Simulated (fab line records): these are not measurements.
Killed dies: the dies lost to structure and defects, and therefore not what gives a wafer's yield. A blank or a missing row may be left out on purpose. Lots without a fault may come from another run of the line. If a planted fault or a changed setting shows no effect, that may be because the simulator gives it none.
Chamber matching    flow nand_harc    4 sister chambers for NHARC_A_BLC_DESCUM_15 on rie_diel-05
The step chemistry O2, time 3 s. 4 wafers are shown with their chamber, then 12 later ones without.

== EACH WAFER AND ITS CHAMBER ==
wafer   chamber  showerhead_plenum_p_Torr (Torr)
L082.5  2        2.03
L090.2  1        1.92
L090.5  3        2.05
L090.6  0        1.77

== WAFERS WHOSE CHAMBER IS MISSING ==
wafer   showerhead_plenum_p_Torr (Torr)
L088.1  1.77
L088.2  1.93
L088.5  2.05
L094.1  1.77
L094.2  2.03
L094.3  1.92
L093.1  2.03
L093.2  1.77
L093.5  1.77
L097.2  2.04
L097.4  1.92
L097.6  1.92

== EACH ONE'S CHAMBER ==
wafer   from the rows above      in truth
L088.1  0                        0
L088.2  1                        1
L088.5  3                        3
L094.1  0                        0
L094.2  2                        2
L094.3  1                        1
L093.1  2                        2
L093.2  0                        0
L093.5  0                        0
L097.2  can't be placed: 3 or 2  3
L097.4  1                        1
L097.6  1                        1
Placed correctly: 11 of 12. From these rows, 1 cannot be placed; in 1 the true chamber is one of the candidates. Placed wrongly: 0.
How it was worked out, from the rows above alone: a wafer's distance from a chamber is the root of the sum, over the readings, of the square of ((its reading less the chamber's mean) divided by the reading's scatter). The wafer belongs to the nearest chamber; if the next one is less than 2 further off, it can't be placed. For every chamber, the mean is computed from those of its wafers that are shown. The scatter: with one shown wafer a chamber, the root of the mean of the squares of how far each hidden wafer lies from its nearest shown one.
